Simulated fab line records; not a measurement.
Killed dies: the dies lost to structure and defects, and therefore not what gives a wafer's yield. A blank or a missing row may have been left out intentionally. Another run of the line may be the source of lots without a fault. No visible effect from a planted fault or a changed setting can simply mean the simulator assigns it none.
The tool behind it: which one? + flow n5-finfet + 19 lots, 57 wafers sampled, at 2 steps of a route of 1938

== WHAT THE GAUGES SHOWED, per wafer ==
N5_BEOL_M10_OVL_MEAS_12.
| lot  | measured     | on         | M10_OVL (nm)   |
|------|--------------|------------|----------------|
| L074 | day 9 18:55  | overlay-01 | -0.1 -0.3 -1.0 |
| L075 | day 10 03:46 | overlay-02 | -1.7 -0.6 -1.8 |
| L076 | day 10 09:02 | overlay-01 | -0.5 0.2 -0.8  |
| L077 | day 10 20:49 | overlay-01 | -0.1 -0.7 0.2  |
| L080 | day 11 12:16 | overlay-01 | -0.4 -0.7 0.2  |
| L079 | day 11 15:55 | overlay-02 | -0.9 -1.2 -0.5 |
| L081 | day 11 20:54 | overlay-01 | 0.7 0.6 0.0    |
| L082 | day 12 08:53 | overlay-01 | -1.3 -0.7 -1.5 |
| L083 | day 12 09:03 | overlay-02 | 0.3 0.2 0.4    |
| L086 | day 13 00:17 | overlay-02 | 0.6 0.1 0.1    |
| L084 | day 13 00:37 | overlay-02 | -0.1 -0.8 -1.5 |
| L087 | day 13 05:50 | overlay-01 | -0.2 0.9 -0.2  |
| L088 | day 13 09:49 | overlay-01 | 0.0 0.3 -0.6   |
| L089 | day 14 05:23 | overlay-02 | -0.7 -1.5 0.4  |
| L090 | day 14 05:43 | overlay-01 | 1.4 2.0 0.5    |
| L091 | day 14 10:05 | overlay-02 | 0.3 0.8 0.1    |
| L092 | day 14 20:59 | overlay-01 | 0.0 -0.7 -1.1  |
| L093 | day 15 08:36 | overlay-01 | 0.5 -0.3 0.2   |
| L097 | day 15 15:08 | overlay-02 | 1.4 0.0 1.3    |

== EACH LOT AND THE TOOL THAT RAN IT (in order: tool; ch and the chambers of the sampled wafers; start) ==
| lot  | N5_BEOL_M9_ETCH_41                            |
|------|-----------------------------------------------|
| L074 | rie-diel-01 ch 0,2,3, day 9 18:55 or earlier  |
| L075 | rie-diel-05 ch 0,1,3, day 10 03:46 or earlier |
| L076 | rie-diel-05 ch 1,2,3, day 10 09:02 or earlier |
| L077 | rie-diel-02 ch 1,2,3, day 10 20:49 or earlier |
| L080 | rie-diel-05 ch 0,2,3, day 11 12:16 or earlier |
| L079 | rie-diel-02 ch 0,3, day 11 15:55 or earlier   |
| L081 | rie-diel-02 ch 0,2,3, day 11 20:54 or earlier |
| L082 | rie-diel-05 ch 1,2,3, day 12 08:53 or earlier |
| L083 | rie-diel-01 ch 0,2,3, day 12 09:03 or earlier |
| L086 | rie-diel-02 ch 0,2,3, day 13 00:17 or earlier |
| L084 | rie-diel-01 ch 1,2,3, day 13 00:37 or earlier |
| L087 | rie-diel-05 ch 0,1,3, day 13 05:50 or earlier |
| L088 | rie-diel-05 ch 0,1,2, day 13 09:49 or earlier |
| L089 | rie-diel-01 ch 0,2,3, day 14 05:23 or earlier |
| L090 | rie-diel-02 ch 0,1,3, day 14 05:43 or earlier |
| L091 | rie-diel-02 ch 0,2,3, day 14 10:05 or earlier |
| L092 | rie-diel-01 ch 0,3, day 14 20:59 or earlier   |
| L093 | rie-diel-01 ch 1,2,3, day 15 08:36 or earlier |
| L097 | rie-diel-01 ch 0,2,3, day 15 15:08 or earlier |
- N5_BEOL_M9_ETCH_41: etches SiCN in CH3F/O2, target depth 36.6 nm, time 70.1 s.

== WHAT THE TOOLS THEMSELVES READ (means of the sampled wafers that have a number; where no wafer has one, the mark that the record gives instead) ==
N5_BEOL_M9_ETCH_41.
| lot  | tool        | CH3F_flow_sccm (sccm) | bias-w (W) | drypump-motor-current-A (A) | oes-product-au (a.u.) | rf-vpp-V (V) | showerhead-plenum-p-Torr (Torr) | throttle-valve-pct (%) |
|------|-------------|-----------------------|------------|-----------------------------|-----------------------|--------------|---------------------------------|------------------------|
| L074 | rie-diel-01 | 30.04                 | 74.77      | 5.7                         | 0.74                  | 296.9        | 1.97                            | 16.50                  |
| L075 | rie-diel-05 | 30.02                 | 75.00      | 5.7                         | 0.76                  | 298.1        | 2.03                            | 16.52                  |
| L076 | rie-diel-05 | 29.98                 | 74.77      | 5.6                         | 0.70                  | 297.7        | 2.01                            | 16.55                  |
| L077 | rie-diel-02 | 30.03                 | 75.00      | 5.6                         | 0.70                  | 297.1        | 1.98                            | 16.35                  |
| L080 | rie-diel-05 | 30.11                 | 74.82      | 5.7                         | 0.74                  | 298.7        | 2.08                            | 16.44                  |
| L079 | rie-diel-02 | 30.06                 | 75.23      | 5.8                         | 0.70                  | 296.4        | 1.96                            | 16.32                  |
| L081 | rie-diel-02 | 30.00                 | 74.97      | 5.5                         | 0.70                  | 296.7        | 1.95                            | 16.32                  |
| L082 | rie-diel-05 | 29.97                 | 75.08      | 5.6                         | 0.70                  | 297.2        | 2.01                            | 16.58                  |
| L083 | rie-diel-01 | 30.01                 | 75.18      | 5.7                         | 0.72                  | 296.7        | 1.96                            | 16.53                  |
| L086 | rie-diel-02 | 29.97                 | 75.01      | 5.5                         | 0.70                  | 296.7        | 1.95                            | 16.33                  |
| L084 | rie-diel-01 | 29.94                 | 74.92      | 5.8                         | 0.74                  | 297.9        | 1.99                            | 16.39                  |
| L087 | rie-diel-05 | 30.06                 | 74.90      | 5.7                         | 0.73                  | 297.0        | 2.02                            | 16.56                  |
| L088 | rie-diel-05 | 29.93                 | 74.88      | 5.7                         | 0.73                  | 297.1        | 2.02                            | 16.56                  |
| L089 | rie-diel-01 | 29.95                 | 75.05      | 5.7                         | 0.71                  | 296.3        | 1.95                            | 16.56                  |
| L090 | rie-diel-02 | 30.04                 | 74.92      | 5.9                         | 0.69                  | 297.2        | 1.98                            | 16.41                  |
| L091 | rie-diel-02 | 30.06                 | 74.73      | 5.5                         | 0.69                  | 296.6        | 1.95                            | 16.35                  |
| L092 | rie-diel-01 | 30.02                 | 74.93      | 5.7                         | 0.73                  | 295.4        | 1.90                            | 16.55                  |
| L093 | rie-diel-01 | 29.98                 | 74.86      | 5.8                         | 0.73                  | 296.4        | 1.99                            | 16.43                  |
| L097 | rie-diel-01 | 29.94                 | 74.85      | 5.7                         | 0.70                  | 296.2        | 1.95                            | 16.57                  |

== THE ANSWER, worked out from the rows above alone ==
Rule: the lots themselves supply what counts as usual. The widest of any qualifying gaps counts: lots, ordered by their means at a reading, are off when they make up no more than a third of the lots, leave a main group of 4 or more, and stand apart from it by 3 or more times the standard deviation of that group's means. A main group is skipped when, at the precision printed for the reading in the tables above, its means are all equal. A lot without any number at a reading at which 4 lots or more have one is off too. All remaining lots with rows at the step are treated as sound. First the gauges in route order, then the tools' own readings, where a lot's mean is used as printed above. The first step at which some lot is off is used, and at that step the reading that is off furthest; a lot without a number counts as furthest.
No lot is off on any of the readings shown, so nothing can be concluded from this.

== WHAT WAS PUT IN BY THE SIMULATOR ==
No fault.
